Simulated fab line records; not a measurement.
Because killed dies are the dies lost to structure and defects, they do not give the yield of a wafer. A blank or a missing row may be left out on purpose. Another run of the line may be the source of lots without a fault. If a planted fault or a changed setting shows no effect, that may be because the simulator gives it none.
fab line records -- flow nand-harc
record lots=7, wafers=20, last-day=33
route steps=1302 shown A_CHANNEL_HOLE_D1@482 A_CHANNEL_FILL_D1@490 END@1302
lots that met no fault: from a run of the same line without faults
start-h: hours from the record's first day to the start of the lot's first wafer shown -- wait-h: hours since the lot's step before -- " as in the row above -- L1.1+2: a single row standing in for several wafers -- - value missing, or start not given -- * or withheld: withheld -- < > ~ a bound
route shown NAME@n: a module of which the file shows steps, and the number in the route of the first -- usual: mean and standard deviation over wafers with no fault -- same: alike in all rows -- chamber/n: place in a boat -- sites: each site's reading -- _std_site: standard deviation across them -- _edge_site: the outer-site mean with the inner-site mean subtracted -- radius-mm: how far each site lies from the wafer's centre -- mask NAME#n: copy n -- behind: the tool/chamber that last shaped the wafer -- hold: the reason the lot was held/the length of the hold in hours/how it ended -- device: names the non-switching transistor (n, p or np) -- end of line: the route-end tests of the same wafers -- for a step that has no rows: nothing shown but its recipe -- killed: the dies lost at the first sort to structure and to defects; this is not the yield of the wafer -- map: the dies of a wafer, with x for killed, . for not killed, _ for no die there
set.NAME: setting as actually run; set.NAME@STEP: the setting as run at that earlier step -- model.NAME: the simulator's own value behind a step, which no gauge read
a table for each step, a row for each wafer; lots at some steps of the route
services: from which hour (start-h, from the record's first day; less than 0 if before it) a tool's chamber was out of use, for how many hours, and why
## steps
# step NHARC_A_CHANNEL_HOLE_D1_STRIP_43
# recipe o2-flow-sccm=400, cos-flow-sccm=20, ar-flow-sccm=0, bias-w=0, chemistry=O2/COS
# step NHARC_A_CHANNEL_HOLE_D1_ETCH_44
# recipe target-depth-a=1400, overetch-a=140, time-s=77, ion-energy-ev=100, cf4-flow-sccm=80, o2-flow-sccm=20, ar-flow-sccm=0, rf-w=300, bias-w=100, chemistry=CF4/O2
# step NHARC_A_CHANNEL_HOLE_D1_STRIP_27
# recipe o2-flow-sccm=500, ar-flow-sccm=0, bias-w=0, chemistry=O2
# usual drypump-motor-current-A=6.0/0.38, oes-product-au=1.000/0.0084, rf-vpp-V=57.9/0.91, showerhead-plenum-p-Torr=3.55/0.14, throttle-valve-pct=17.036/0.0087
lot.wafer,tool,chamber,start-h,wait-h,drypump-motor-current-A,oes-product-au,rf-hours-counter-h,rf-vpp-V,showerhead-plenum-p-Torr,throttle-valve-pct
L253.4,rie-diel-07,3,-,-,6.6,1.010,12,57.1,3.53,17.035
L253.2,rie-diel-07,0,-,-,5.7,1.002,8,57.1,3.46,17.027
L253.6,rie-diel-07,0,-,-,5.7,0.992,-,57.6,3.46,17.029
L256.4,rie-diel-09,3,-,-,6.4,1.003,31,57.9,3.79,17.036
L256.3,rie-diel-09,0,-,-,5.8,1.007,30,57.7,3.65,17.032
L256.1,rie-diel-09,1,-,-,5.9,0.995,32,57.6,3.67,17.026
L261.4,rie-diel-07,0,-,-,5.7,0.998,1,56.6,3.46,17.033
L261.5,rie-diel-07,3,-,-,6.6,1.007,-,57.4,3.53,17.026
L261.6,rie-diel-07,0,-,-,5.7,1.005,-,58.7,3.46,17.017
L263.1,rie-diel-07,3,-,-,6.6,1.006,2,55.9,3.53,17.046
L263.3,rie-diel-07,1,-,-,6.2,1.014,2,57.4,3.30,17.038
L263.6,rie-diel-07,0,-,-,5.7,1.006,-,58.3,3.46,17.037
L268.1,rie-diel-07,0,-,-,5.7,0.986,5,57.3,3.46,17.045
L268.3,rie-diel-07,2,-,-,6.0,0.988,6,58.7,3.54,17.031
L268.5,rie-diel-07,0,-,-,5.7,0.987,-,57.8,3.46,17.039
L269.2,rie-diel-07,1,-,-,6.2,1.004,5,57.0,3.30,17.035
L269.6,rie-diel-07,0,-,-,5.7,1.009,-,57.6,3.46,17.035
L271.5,rie-diel-07,0,-,-,5.7,0.990,-,59.2,3.45,17.025
L271.6,rie-diel-07,1,-,-,6.2,0.997,-,56.0,3.30,17.029
L271.4,rie-diel-07,2,-,-,6.0,0.998,-,58.7,3.54,17.031
# step NHARC_A_CHANNEL_HOLE_D1_PRECLEAN_28
# recipe time-s=*, temp-c=50, bath-age-min=0, chemistry=SC1
# step NHARC_A_CHANNEL_HOLE_D1_SRD_29
# step NHARC_A_CHANNEL_HOLE_D1_CD_MEAS_30
# usual cd-nm=89.9/1.2
lot.wafer,tool,chamber,start-h,wait-h,cd-nm
L253.2,cd-sem-03,-,237.37,-,90.6
L253.4,cd-sem-03,-,237.37,-,89.5
L253.6,cd-sem-03,-,237.37,-,90.1
L256.1,cd-sem-01,-,268.12,-,88.5
L256.3,cd-sem-01,-,268.12,-,90.0
L256.4,cd-sem-01,-,268.12,-,90.6
L261.4,cd-sem-03,-,317.01,-,90.5
L261.5,cd-sem-03,-,317.01,-,90.6
L261.6,cd-sem-03,-,317.01,-,90.2
L263.1,cd-sem-03,-,337.61,0.1,89.4
L263.3,cd-sem-03,-,337.61,0.1,88.3
L263.6,cd-sem-03,-,337.61,0.1,89.4
L268.1,cd-sem-02,-,388.62,-,91.3
L268.3,cd-sem-02,-,388.62,-,89.6
L268.5,cd-sem-02,-,388.62,-,89.6
L269.2,cd-sem-01,-,392.77,-,88.5
L269.6,cd-sem-01,-,392.77,-,90.1
L271.4,cd-sem-02,-,413.75,-,91.2
L271.5,cd-sem-02,-,413.75,-,92.0
L271.6,cd-sem-02,-,413.75,-,91.3
# step NHARC_A_CHANNEL_HOLE_D1_XSEM_31
# recipe landing-energy-ev=35000
# usual bot-cd-nm=74.5/1.3, bow-nm=8.50/0.25, tilt-deg=0.07/0.051
lot.wafer,tool,chamber,start-h,wait-h,bot-cd-nm,bow-nm,tilt-deg
L253.2,xsem-02,0,237.46,0.1,75.8,8.30,-0.04
L253.4,xsem-02,0,237.46,0.1,73.2,8.35,-0.04
L253.6,xsem-02,0,237.46,0.1,74.6,8.34,-0.04
L256.1,xsem-02,0,268.21,0.1,73.1,8.29,-0.03
L256.3,xsem-02,0,268.21,0.1,74.3,8.28,-0.03
L256.4,xsem-02,0,268.21,0.1,74.4,8.28,-0.03
L261.4,xsem-01,0,317.10,0.1,75.3,8.80,0.07
L261.5,xsem-01,0,317.10,0.1,75.4,8.83,0.07
L261.6,xsem-01,0,317.10,0.1,74.9,8.88,0.07
L263.1,xsem-01,0,337.70,0.1,74.4,8.61,0.16
L263.3,xsem-01,0,337.70,0.1,73.7,8.61,0.16
L263.6,xsem-01,0,337.70,0.1,74.5,8.57,0.16
L268.1,xsem-01,0,388.70,0.1,76.0,8.34,0.05
L268.3,xsem-01,0,388.70,0.1,75.5,8.38,0.05
L268.5,xsem-01,0,388.70,0.1,74.7,8.33,0.05
L269.2,xsem-02,0,392.87,0.1,73.5,8.63,0.10
L269.6,xsem-02,0,392.87,0.1,74.8,8.68,0.10
L271.4,xsem-02,0,413.84,0.1,76.6,8.65,0.00
L271.5,xsem-02,0,413.84,0.1,77.4,8.62,0.00
L271.6,xsem-02,0,413.84,0.1,76.8,8.60,0.00
# step NHARC_A_CHANNEL_HOLE_D1_INSPECT_40
# usual raw-defect-count=68/25
lot.wafer,tool,chamber,start-h,wait-h,raw-defect-count
L253.2,defect-inspect-01,-,237.56,-,90
L253.4,defect-inspect-01,-,237.56,-,107
L253.6,defect-inspect-01,-,237.56,-,113
L256.1,defect-inspect-02,-,268.31,-,67
L256.3,defect-inspect-02,-,268.31,-,54
L256.4,defect-inspect-02,-,268.31,-,36
L261.4,defect-inspect-01,-,317.19,-,44
L261.5,defect-inspect-01,-,317.19,-,63
L261.6,defect-inspect-01,-,317.19,-,39
L263.1,defect-inspect-01,-,337.80,-,41
L263.3,defect-inspect-01,-,337.80,-,42
L263.6,defect-inspect-01,-,337.80,-,44
L268.1,defect-inspect-02,-,388.80,-,72
L268.3,defect-inspect-02,-,388.80,-,58
L268.5,defect-inspect-02,-,388.80,-,73
L269.2,defect-inspect-01,-,392.96,-,81
L269.6,defect-inspect-01,-,392.96,-,65
L271.4,defect-inspect-01,-,413.93,-,53
L271.5,defect-inspect-01,-,413.93,-,70
L271.6,defect-inspect-01,-,413.93,-,56
# step NHARC_A_CHANNEL_FILL_D1_PRECLEAN_00
# recipe time-s=*, temp-c=50, bath-age-min=0, chemistry=SC1
# step NHARC_A_CHANNEL_FILL_D1_SRD_01
# step NHARC_A_CHANNEL_FILL_D1_ALD_02
# recipe target-thk-a=60, pulse-time-s=10, ald-cycles=60, temp-c=300, material=SiO2
# usual ald-cycles=60/0, heater-power-outer-w=263/32, heater-power-w=477/53, precursor-pulse-height-rel=0.998/0.021
lot.wafer,tool,chamber,start-h,wait-h,ald-cycles,heater-power-outer-w,heater-power-w,precursor-pulse-height-rel
L253.4,ald-hk-04,2,237.76,-,60,225,414,1.021
L253.2,ald-hk-04,1,237.76,-,60,274,460,1.014
L253.6,ald-hk-04,3,237.76,-,60,227,455,0.972
L256.1,ald-hk-01,2,268.58,-,60,293,541,0.977
L256.3,ald-hk-01,3,268.58,-,60,230,445,1.040
L256.4,ald-hk-01,0,268.58,-,60,303,553,0.981
L261.4,ald-hk-04,3,317.38,-,60,236,464,0.999
L261.6,ald-hk-04,3,317.38,-,60,225,447,1.024
L261.5,ald-hk-04,0,317.38,-,60,280,543,0.992
L263.3,ald-hk-03,1,338.17,0.3,60,281,518,0.954
L263.1,ald-hk-03,2,338.17,0.3,60,217,404,1.005
L263.6,ald-hk-03,3,338.17,0.3,60,289,498,0.992
L268.1,ald-hk-03,3,389.15,-,60,288,508,0.998
L268.3,ald-hk-03,0,389.15,-,60,275,477,1.002
L268.5,ald-hk-03,3,389.15,-,60,293,519,0.997
L269.2,ald-hk-01,1,393.89,-,60,254,452,0.988
L269.6,ald-hk-01,2,393.89,-,60,285,535,1.001
L271.4,ald-hk-04,3,414.20,-,60,232,460,1.009
L271.5,ald-hk-04,2,414.20,-,60,221,417,0.993
L271.6,ald-hk-04,3,414.20,-,60,227,466,1.002
# step NHARC_A_CHANNEL_FILL_D1_ALD_03
# recipe target-thk-a=60, pulse-time-s=60, ald-cycles=58, temp-c=630, pressure-torr=2, material=SiNx
# usual ald-cycles=58/0, precursor-pulse-height-rel=1.001/0.021
lot.wafer,tool,chamber,start-h,wait-h,ald-cycles,precursor-pulse-height-rel
L253.2,ald-sin-batch-02,0,-,-,58,1.018
L253.4,ald-sin-batch-02,0,-,-,58,0.970
L253.6,ald-sin-batch-02,0,-,-,58,1.031
L256.1,ald-sin-batch-01,0,-,-,58,0.991
L256.3,ald-sin-batch-01,0,-,-,58,1.021
L256.4,ald-sin-batch-01,0,-,-,58,1.014
L261.4,ald-sin-batch-03,0,-,-,58,1.001
L261.5,ald-sin-batch-03,0,-,-,58,1.032
L261.6,ald-sin-batch-03,0,-,-,58,1.010
L263.1,ald-sin-batch-01,0,-,-,58,1.025
L263.3,ald-sin-batch-01,0,-,-,58,0.998
L263.6,ald-sin-batch-01,0,-,-,58,0.978
L268.1,ald-sin-batch-03,0,-,-,58,1.006
L268.3,ald-sin-batch-03,0,-,-,58,0.963
L268.5,ald-sin-batch-03,0,-,-,58,0.998
L269.2,ald-sin-batch-01,0,-,-,58,0.991
L269.6,ald-sin-batch-01,0,-,-,58,0.988
L271.4,ald-sin-batch-03,0,-,-,58,0.957
L271.5,ald-sin-batch-03,0,-,-,58,0.997
L271.6,ald-sin-batch-03,0,-,-,58,0.982
# step NHARC_A_CHANNEL_FILL_D1_ALD_14
# recipe target-thk-a=25, pulse-time-s=10, ald-cycles=25, temp-c=300, material=SiO2
# usual ald-cycles=25/0, heater-power-outer-w=263/32, heater-power-w=477/52, precursor-pulse-height-rel=1.000/0.019
lot.wafer,tool,chamber,start-h,wait-h,ald-cycles,heater-power-outer-w,heater-power-w,precursor-pulse-height-rel
L253.4,ald-hk-04,2,243.97,0.0,25,222,420,0.988
L253.2,ald-hk-04,3,243.97,0.0,25,230,442,0.983
L253.6,ald-hk-04,2,243.97,0.0,25,224,400,0.976
L256.1,ald-hk-03,3,275.82,0.0,25,280,503,0.968
L256.4,ald-hk-03,1,275.82,0.0,25,275,518,1.004
L256.3,ald-hk-03,2,275.82,0.0,25,222,395,1.044
L261.4,ald-hk-03,0,324.39,0.0,25,272,472,0.985
L261.5,ald-hk-03,0,324.39,0.0,25,273,487,1.010
L261.6,ald-hk-03,1,324.39,0.0,25,279,510,0.989
L263.1,ald-hk-04,2,345.05,0.1,25,217,413,0.998
L263.3,ald-hk-04,0,345.05,0.1,25,277,541,0.990
L263.6,ald-hk-04,2,345.05,0.1,25,218,412,0.976
L268.1,ald-hk-04,1,396.59,0.0,25,289,502,0.978
L268.3,ald-hk-04,2,396.59,0.0,25,218,409,0.975
L268.5,ald-hk-04,2,396.59,0.0,28,215,408,0.986
L269.2,ald-hk-04,1,400.67,0.1,25,283,498,0.982
L269.6,ald-hk-04,0,400.67,0.1,28,277,527,1.033
L271.4,ald-hk-04,2,421.15,0.0,25,216,407,0.981
L271.5,ald-hk-04,2,421.15,0.0,28,215,407,1.022
L271.6,ald-hk-04,3,421.15,0.0,28,232,460,1.010
# step NHARC_A_CHANNEL_FILL_D1_ALD_15
# recipe target-thk-a=20, pulse-time-s=60, ald-cycles=19, temp-c=630, pressure-torr=2, material=SiNx
# usual ald-cycles=19/0, precursor-pulse-height-rel=1.002/0.02
lot.wafer,tool,chamber,start-h,wait-h,ald-cycles,precursor-pulse-height-rel
L253.2,ald-sin-batch-02,0,-,-,19,1.013
L253.4,ald-sin-batch-02,0,-,-,19,0.984
L253.6,ald-sin-batch-02,0,-,-,19,1.002
L256.1,ald-sin-batch-01,0,-,-,19,1.005
L256.3,ald-sin-batch-01,0,-,-,19,1.011
L256.4,ald-sin-batch-01,0,-,-,19,1.005
L261.4,ald-sin-batch-01,0,-,-,19,0.949
L261.5,ald-sin-batch-01,0,-,-,19,1.002
L261.6,ald-sin-batch-01,0,-,-,19,1.011
L263.1,ald-sin-batch-01,0,-,-,19,1.009
L263.3,ald-sin-batch-01,0,-,-,19,0.985
L263.6,ald-sin-batch-01,0,-,-,19,0.989
L268.1,ald-sin-batch-02,0,-,-,19,1.020
L268.3,ald-sin-batch-02,0,-,-,19,0.986
L268.5,ald-sin-batch-02,0,-,-,19,1.009
L269.2,ald-sin-batch-01,0,-,-,19,1.012
L269.6,ald-sin-batch-01,0,-,-,19,1.007
L271.4,ald-sin-batch-01,0,-,-,19,0.965
L271.5,ald-sin-batch-01,0,-,-,19,1.017
L271.6,ald-sin-batch-01,0,-,-,19,1.003
# step NHARC_END_SORT_01
# recipe temp-c=25
# usual killed-at-array=57/18, killed-at-other=0.9/1.3, killed-at-periphery=3.5/2.2, killed-dies=62/18, killed-open=3.0/1.7, killed-short=2.3/1.5
# same gross-dies=677
lot.wafer,tool,chamber,start-h,wait-h,killed-at-array,killed-at-other,killed-at-periphery,killed-dies,killed-open,killed-short
L256.1,prober-02,0,654.89,2.5,31,1,8,40,7,0
L256.3,prober-02,0,656.49,3.1,30,0,6,36,5,3
L256.4,prober-02,0,657.29,3.4,29,0,4,33,5,2
L269.2,prober-01,0,762.60,2.8,64,0,4,68,3,0
L269.6,prober-01,0,765.74,3.9,66,0,3,69,2,1
L268.1,prober-02,0,764.92,2.4,46,0,4,50,3,0
L268.3,prober-02,0,766.52,3.1,46,0,3,49,0,4
L268.5,prober-02,0,768.12,3.7,43,0,1,44,1,4
# killed by level:class
L256.1 A_CHANNEL_HOLE_D2:chamber-film-flake=11 A_CHANNEL_HOLE_D1:chamber-film-flake=8 P_CONTACT:chamber-film-flake=3 P_CONTACT:geometric-particle:open=2 A_CHANNEL_FILL_D1:geometric-particle:open=2 P_GATE:chamber-film-flake=2 A_STAIRCASE:chamber-film-flake=2 A_SLIT:chamber-film-flake=2
L256.3 A_CHANNEL_HOLE_D2:chamber-film-flake=13 A_CHANNEL_HOLE_D1:chamber-film-flake=3 A_BONDPAD:chamber-film-flake=3 P_CONTACT:chamber-film-flake=2 A_SLIT:chamber-film-flake=2 A_STAIRCASE:chamber-film-flake=2 P_STI:geometric-particle:short=1 P_M0:geometric-particle:open=1
L256.4 A_CHANNEL_HOLE_D2:chamber-film-flake=10 A_CHANNEL_HOLE_D1:chamber-film-flake=5 A_SLIT:chamber-film-flake=3 A_SOURCE_PLATE:geometric-particle:short=2 P_STI:chamber-film-flake=2 A_STAIRCASE:chamber-film-flake=2 P_M0:geometric-particle:open=1 A_DECK1_JOINT:geometric-particle:open=1
L269.2 A_CHANNEL_HOLE_D2:chamber-film-flake=23 A_CHANNEL_HOLE_D1:chamber-film-flake=18 A_STAIRCASE:chamber-film-flake=8 A_CONTACT:chamber-film-flake=7 A_SLIT:chamber-film-flake=4 P_M0:geometric-particle:open=1 A_SOURCE_PLATE:geometric-particle:open=1 A_CHANNEL_FILL_D2:geometric-particle:open=1
L268.1 A_CHANNEL_HOLE_D1:chamber-film-flake=16 A_SLIT:chamber-film-flake=7 A_CONTACT:chamber-film-flake=7 A_SGD_CUT:chamber-film-flake=4 P_M1:chamber-film-flake=3 A_STAIRCASE:chamber-film-flake=3 A_CHANNEL_FILL_D1:chamber-film-flake=2 P_M2:geometric-particle:open=1
L269.6 A_CHANNEL_HOLE_D2:chamber-film-flake=29 A_CHANNEL_HOLE_D1:chamber-film-flake=22 A_SLIT:chamber-film-flake=6 A_CHANNEL_FILL_D1:chamber-film-flake=2 A_STAIRCASE:chamber-film-flake=2 A_CONTACT:chamber-film-flake=2 P_CONTACT:geometric-particle:open=1 A_ONON_D2:geometric-particle:open=1
L268.3 A_CHANNEL_HOLE_D1:chamber-film-flake=15 A_CONTACT:chamber-film-flake=8 A_SLIT:chamber-film-flake=8 A_STAIRCASE:chamber-film-flake=4 A_SGD_CUT:chamber-film-flake=4 P_M0:geometric-particle:short=1 A_CHANNEL_FILL_D1:geometric-particle:short=1 A_ONON_D2:geometric-particle:short=1
L268.5 A_CHANNEL_HOLE_D1:chamber-film-flake=16 A_CONTACT:chamber-film-flake=9 A_SLIT:chamber-film-flake=6 A_STAIRCASE:chamber-film-flake=2 A_SGD_CUT:chamber-film-flake=2 P_CONTACT:geometric-particle:open=1 A_ONON_D1:geometric-particle:short=1 A_CHANNEL_HOLE_D1:geometric-particle:short=1
## services
tool,chamber,start-h,hours,kind
ald-hk-03,-,214.13,10.0,pm
rie-diel-07,0,224.25,-,clean
rie-diel-07,1,224.25,-,clean
rie-diel-07,2,224.25,-,clean
rie-diel-07,3,224.25,-,clean
rie-diel-07,3,242.98,24.6,repair
ald-hk-04,1,256.96,10.0,vent-cycle
ald-hk-04,2,256.96,10.0,vent-cycle
ald-sin-batch-02,-,266.36,26.0,pm
ald-hk-04,0,266.96,-,clean
ald-hk-04,1,266.96,-,clean
ald-hk-04,2,266.96,-,clean
ald-hk-04,3,266.96,-,clean
rie-diel-07,-,294.25,9.0,pm
ald-hk-01,-,296.67,10.0,pm
rie-diel-09,3,313.47,10.3,repair
rie-diel-09,-,320.46,9.0,pm
rie-diel-07,-,339.53,2.2,repair
rie-diel-09,0,358.70,36.5,repair
xsem-01,-,374.00,14.0,pm
rie-diel-09,1,386.84,5.0,repair
ald-hk-03,-,392.13,10.0,pm
rie-diel-07,3,407.81,12.7,repair
ald-hk-01,-,414.03,2.1,repair
## key
first-sign step=NHARC_A_CHANNEL_FILL_D1_ALD_14, reading=ald-cycles, direction=up, sigmas=99+, usual=25, struck=28
effect none on later readings
met-at NHARC_A_CHANNEL_FILL_D1_ALD_14
struck-wafers L268.5,L269.6,L271.5,L271.6
tester-left-out L268,L269,L271
onset-between 345.05 396.59
fault kind=process-parameter-drift, tool=ald-hk-04, chamber=-, onset-h=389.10, steps=NHARC_A_CHANNEL_FILL_D1_ALD_14, channel=ald-cycles, offset=3, shape=step, end-h=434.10, scope=struck-wafers-only, acts-in=these-recipes-only, stated=25
# tester-left-out: of these lots the tester's yield and bins aren't shown, on N5 and GAA mostly nor the transistor test; their killed dies are dies lost to structure and defects alone, not to doping, threshold or leakage, so they don't give the yield
